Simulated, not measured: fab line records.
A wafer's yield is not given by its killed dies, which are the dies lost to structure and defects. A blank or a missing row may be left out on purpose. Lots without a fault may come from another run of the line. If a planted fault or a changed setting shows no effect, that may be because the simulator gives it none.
Chamber matching :: flow n5_finfet :: 4 sister chambers for N5_DUMMY_GATE_ALD_02 on ald_sin-03
The step deposits SiO2, target thk 2 nm, pulse time 1 s. 14 wafers are shown with their chamber, then 7 later ones without.

## EACH WAFER AND ITS CHAMBER
wafer: L075.3
chamber: 2
heater_power_w (W): 501
precursor_pulse_height_rel: 0.977
susceptor_temp_C (C): 299.79

wafer: L075.5
chamber: 3
heater_power_w (W): 442
precursor_pulse_height_rel: 0.981
susceptor_temp_C (C): 299.66

wafer: L075.6
chamber: 2
heater_power_w (W): 493
precursor_pulse_height_rel: 1.022
susceptor_temp_C (C): 299.72

wafer: L084.1
chamber: 1
heater_power_w (W): 485
precursor_pulse_height_rel: 1.014
susceptor_temp_C (C): 299.58

wafer: L084.3
chamber: 0
heater_power_w (W): 429
precursor_pulse_height_rel: 0.999
susceptor_temp_C (C): 300.19

wafer: L084.5
chamber: 3
heater_power_w (W): 451
precursor_pulse_height_rel: 1.031
susceptor_temp_C (C): 299.92

wafer: L086.2
chamber: 0
heater_power_w (W): 445
precursor_pulse_height_rel: 0.999
susceptor_temp_C (C): 299.96

wafer: L086.4
chamber: 3
heater_power_w (W): 442
precursor_pulse_height_rel: 1.020
susceptor_temp_C (C): 300.04

wafer: L086.6
chamber: 1
heater_power_w (W): 477
precursor_pulse_height_rel: 0.971
susceptor_temp_C (C): 300.16

wafer: L088.3
chamber: 0
heater_power_w (W): 438
precursor_pulse_height_rel: 1.001
susceptor_temp_C (C): 300.06

wafer: L088.4
chamber: 1
heater_power_w (W): 471
precursor_pulse_height_rel: 0.977
susceptor_temp_C (C): 300.13

wafer: L088.5
chamber: 0
heater_power_w (W): 436
precursor_pulse_height_rel: 1.006
susceptor_temp_C (C): 299.93

wafer: L090.1
chamber: 2
heater_power_w (W): 482
precursor_pulse_height_rel: 1.013
susceptor_temp_C (C): 300.05

wafer: L090.2
chamber: 3
heater_power_w (W): 434
precursor_pulse_height_rel: 1.001
susceptor_temp_C (C): 300.18

SIGNATURES, as means of the wafers listed above
reading: heater_power_w
chamber 0: 437.00
chamber 1: 477.67
chamber 2: 492.00
chamber 3: 442.25
scatter within a chamber: 7.45

reading: precursor_pulse_height_rel
chamber 0: 1.00125
chamber 1: 0.98733
chamber 2: 1.00400
chamber 3: 1.00825
scatter within a chamber: 0.0192

reading: susceptor_temp_C
chamber 0: 300.0350
chamber 1: 299.9567
chamber 2: 299.8533
chamber 3: 299.9500
scatter within a chamber: 0.215
Rule: a wafer lies at a distance from a chamber equal to the root of the sum of squares, over the readings, of (its reading less the chamber's mean, divided by the reading's scatter). The wafer belongs to the nearest chamber; if the next one is less than 2 further off, it can't be placed. The scatter is the square root of a quotient: the sum, over the shown wafers, of each reading's squared deviation from its chamber's mean, divided by wafers minus chambers.

## WAFERS WITHOUT THEIR CHAMBER
wafer: L090.3
heater_power_w (W): 429
precursor_pulse_height_rel: 1.033
susceptor_temp_C (C): 300.02

wafer: L091.1
heater_power_w (W): 487
precursor_pulse_height_rel: 1.020
susceptor_temp_C (C): 299.89

wafer: L091.2
heater_power_w (W): 484
precursor_pulse_height_rel: 1.031
susceptor_temp_C (C): 300.33

wafer: L091.5
heater_power_w (W): 449
precursor_pulse_height_rel: 1.007
susceptor_temp_C (C): 300.17

wafer: L093.1
heater_power_w (W): 443
precursor_pulse_height_rel: 1.030
susceptor_temp_C (C): 300.06

wafer: L093.2
heater_power_w (W): 466
precursor_pulse_height_rel: 1.004
susceptor_temp_C (C): 300.15

wafer: L093.5
heater_power_w (W): 467
precursor_pulse_height_rel: 0.998
susceptor_temp_C (C): 300.17

## THE CHAMBER EACH PASSED THROUGH
wafer: L090.3
from the rows above: can't be placed: 0 or 3
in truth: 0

wafer: L091.1
from the rows above: can't be placed: 2 or 1
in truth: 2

wafer: L091.2
from the rows above: can't be placed: 2 or 1
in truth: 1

wafer: L091.5
from the rows above: can't be placed: 3 or 0
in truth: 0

wafer: L093.1
from the rows above: can't be placed: 3 or 0
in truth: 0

wafer: L093.2
from the rows above: can't be placed: 1 or 3 or 2 or 0
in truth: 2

wafer: L093.5
from the rows above: can't be placed: 1 or 3 or 2
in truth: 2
Correctly placed: 0 of 7. These rows do not allow placing 7 (true chamber among the candidates in 7). Wrongly placed: 0.
